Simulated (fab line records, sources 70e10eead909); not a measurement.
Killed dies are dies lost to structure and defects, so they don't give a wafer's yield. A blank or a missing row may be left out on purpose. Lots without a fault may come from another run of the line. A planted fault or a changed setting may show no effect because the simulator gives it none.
Chamber matching | flow nand_harc | NHARC_P_M1_ETCH_35 on rie_diel-13: 4 sister chambers
The step etches the open film in N2/H2, target depth 40 nm, overetch 12 nm, time 43.94 s. 7 wafers are shown with their chamber, then 7 later ones without.

WAFERS WITH THEIR CHAMBER
wafer  | chamber | drypump_motor_current_A (A) | rf_vpp_V (V)
L074.2 | 0       | 6.1                         | 428.8
L077.2 | 1       | 6.0                         | 430.6
L077.5 | 2       | 5.9                         | 427.7
L078.4 | 1       | 6.0                         | 430.8
L078.5 | 3       | 6.6                         | 430.2
L081.3 | 3       | 6.7                         | 431.1
L081.5 | 2       | 5.9                         | 427.9

WAFERS WITHOUT THEIR CHAMBER
wafer  | drypump_motor_current_A (A) | rf_vpp_V (V)
L081.6 | 6.7                         | 431.2
L085.2 | 5.9                         | 428.9
L085.3 | 6.0                         | 431.4
L085.5 | 6.1                         | 431.0
L095.3 | 6.6                         | 432.4
L095.5 | 5.9                         | 427.6
L095.6 | 6.6                         | 432.5

WHICH CHAMBER EACH WENT THROUGH
wafer  | from the rows above | in truth
L081.6 | 3                   | 3
L085.2 | 2                   | 2
L085.3 | 1                   | 1
L085.5 | 1                   | 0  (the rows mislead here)
L095.3 | 3                   | 3
L095.5 | 2                   | 2
L095.6 | 3                   | 3
Placed correctly: 6 of 7. Can't be placed from these rows: 0. Placed wrongly: 1.
How it was worked out, from the rows above alone: a wafer's distance from a chamber is the root of the sum, over the readings, of the square of ((its reading less the chamber's mean) divided by the reading's scatter). The wafer belongs to the nearest chamber; if the next one is less than 2 further off, it can't be placed. A chamber's mean is the mean of its shown wafers. The scatter: the root of (the sum of the squares of (reading less its chamber's mean) over the shown wafers, divided by (wafers less chambers)).
